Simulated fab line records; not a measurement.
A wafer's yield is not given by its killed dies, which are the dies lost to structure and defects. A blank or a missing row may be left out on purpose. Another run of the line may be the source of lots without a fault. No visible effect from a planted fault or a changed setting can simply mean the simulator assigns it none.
Matching of chambers || flow nandHarc || NHARC_P_STI_CMP_21 on cmp-01: 4 sister chambers
The step polishes, t overpolish 20 s, target thk 380.67 nm. 18 wafers are shown with their chamber, then 9 later ones without.

EACH WAFER AND ITS CHAMBER
{"wafer": "L075.1", "chamber": 1, "motorCurrentA (A)": 11.6, "retainingRingPressureFrac": 0.997, "overpolishRunS (s)": 20.009}
{"wafer": "L075.2", "chamber": 3, "motorCurrentA (A)": 11.4, "retainingRingPressureFrac": 1.003, "overpolishRunS (s)": 19.989}
{"wafer": "L075.4", "chamber": 0, "motorCurrentA (A)": 15.0, "retainingRingPressureFrac": 1.003, "overpolishRunS (s)": 20.002}
{"wafer": "L077.1", "chamber": 0, "motorCurrentA (A)": 14.9, "retainingRingPressureFrac": 0.996, "overpolishRunS (s)": 19.990}
{"wafer": "L077.3", "chamber": 1, "motorCurrentA (A)": 11.2, "retainingRingPressureFrac": 0.993, "overpolishRunS (s)": 20.009}
{"wafer": "L077.6", "chamber": 1, "motorCurrentA (A)": 11.8, "retainingRingPressureFrac": 1.009, "overpolishRunS (s)": 20.015}
{"wafer": "L080.1", "chamber": 3, "motorCurrentA (A)": 10.2, "retainingRingPressureFrac": 1.006, "overpolishRunS (s)": 19.999}
{"wafer": "L080.5", "chamber": 3, "motorCurrentA (A)": 12.0, "retainingRingPressureFrac": 1.003, "overpolishRunS (s)": 19.997}
{"wafer": "L080.6", "chamber": 2, "motorCurrentA (A)": 11.9, "retainingRingPressureFrac": 1.008, "overpolishRunS (s)": 20.005}
{"wafer": "L083.2", "chamber": 0, "motorCurrentA (A)": 14.8, "retainingRingPressureFrac": 0.995, "overpolishRunS (s)": 20.013}
{"wafer": "L083.3", "chamber": 2, "motorCurrentA (A)": 10.8, "retainingRingPressureFrac": 1.010, "overpolishRunS (s)": 20.002}
{"wafer": "L083.5", "chamber": 1, "motorCurrentA (A)": 12.0, "retainingRingPressureFrac": 0.988, "overpolishRunS (s)": 19.991}
{"wafer": "L085.2", "chamber": 0, "motorCurrentA (A)": 15.3, "retainingRingPressureFrac": 1.000, "overpolishRunS (s)": 19.993}
{"wafer": "L085.3", "chamber": 1, "motorCurrentA (A)": 11.8, "retainingRingPressureFrac": 0.998, "overpolishRunS (s)": 20.025}
{"wafer": "L085.6", "chamber": 3, "motorCurrentA (A)": 10.6, "retainingRingPressureFrac": 1.008, "overpolishRunS (s)": 19.998}
{"wafer": "L088.3", "chamber": 2, "motorCurrentA (A)": 10.8, "retainingRingPressureFrac": 1.009, "overpolishRunS (s)": 20.010}
{"wafer": "L088.5", "chamber": 1, "motorCurrentA (A)": 12.3, "retainingRingPressureFrac": 0.998, "overpolishRunS (s)": 19.994}
{"wafer": "L088.6", "chamber": 0, "motorCurrentA (A)": 15.5, "retainingRingPressureFrac": 0.999, "overpolishRunS (s)": 20.006}

SIGNATURES (averages over the wafers above)
{"reading": "motorCurrentA", "chamber 0": 15.100, "chamber 1": 11.783, "chamber 2": 11.167, "chamber 3": 11.050, "scatter within a chamber": 0.52}
{"reading": "retainingRingPressureFrac", "chamber 0": 0.99860, "chamber 1": 0.99717, "chamber 2": 1.00900, "chamber 3": 1.00500, "scatter within a chamber": 0.00466}
{"reading": "overpolishRunS", "chamber 0": 20.00080, "chamber 1": 20.00717, "chamber 2": 20.00567, "chamber 3": 19.99575, "scatter within a chamber": 0.00953}
Rule: distance of a wafer from a chamber = root of the sum over the readings of ((wafer's reading minus chamber's mean) / reading's scatter) squared. The wafer belongs to the nearest chamber; if the next one is less than 2 further off, it can't be placed. The scatter: the root of (the sum of the squares of (reading less its chamber's mean) over the shown wafers, divided by (wafers less chambers)).

WAFERS MISSING THEIR CHAMBER
{"wafer": "L089.1", "motorCurrentA (A)": 12.5, "retainingRingPressureFrac": 0.997, "overpolishRunS (s)": 19.998}
{"wafer": "L089.3", "motorCurrentA (A)": 15.0, "retainingRingPressureFrac": 1.005, "overpolishRunS (s)": 20.006}
{"wafer": "L089.6", "motorCurrentA (A)": 11.2, "retainingRingPressureFrac": 0.999, "overpolishRunS (s)": 19.994}
{"wafer": "L093.4", "motorCurrentA (A)": 12.1, "retainingRingPressureFrac": 1.005, "overpolishRunS (s)": 20.002}
{"wafer": "L093.5", "motorCurrentA (A)": 12.3, "retainingRingPressureFrac": 1.002, "overpolishRunS (s)": 20.005}
{"wafer": "L093.6", "motorCurrentA (A)": 11.4, "retainingRingPressureFrac": 1.000, "overpolishRunS (s)": 19.984}
{"wafer": "L096.3", "motorCurrentA (A)": 11.4, "retainingRingPressureFrac": 1.003, "overpolishRunS (s)": 20.005}
{"wafer": "L096.5", "motorCurrentA (A)": 14.3, "retainingRingPressureFrac": 1.013, "overpolishRunS (s)": 20.003}
{"wafer": "L096.6", "motorCurrentA (A)": 12.1, "retainingRingPressureFrac": 0.998, "overpolishRunS (s)": 19.994}

CHAMBER TAKEN BY EACH
{"wafer": "L089.1", "from the rows above": "can't be placed: 1 or 3", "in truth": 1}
{"wafer": "L089.3", "from the rows above": 0, "in truth": 0}
{"wafer": "L089.6", "from the rows above": "can't be placed: 3 or 1 or 2", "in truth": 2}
{"wafer": "L093.4", "from the rows above": "can't be placed: 1 or 2 or 3", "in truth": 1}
{"wafer": "L093.5", "from the rows above": "can't be placed: 1 or 2 or 3", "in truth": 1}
{"wafer": "L093.6", "from the rows above": "can't be placed: 3 or 1 or 2", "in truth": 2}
{"wafer": "L096.3", "from the rows above": "can't be placed: 3 or 2 or 1", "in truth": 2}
{"wafer": "L096.5", "from the rows above": 0, "in truth": 0}
{"wafer": "L096.6", "from the rows above": "can't be placed: 1 or 3 or 2", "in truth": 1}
Correct placement for 2 of the 9. These rows do not allow placing 7 (true chamber among the candidates in 7). 0 placed wrongly.
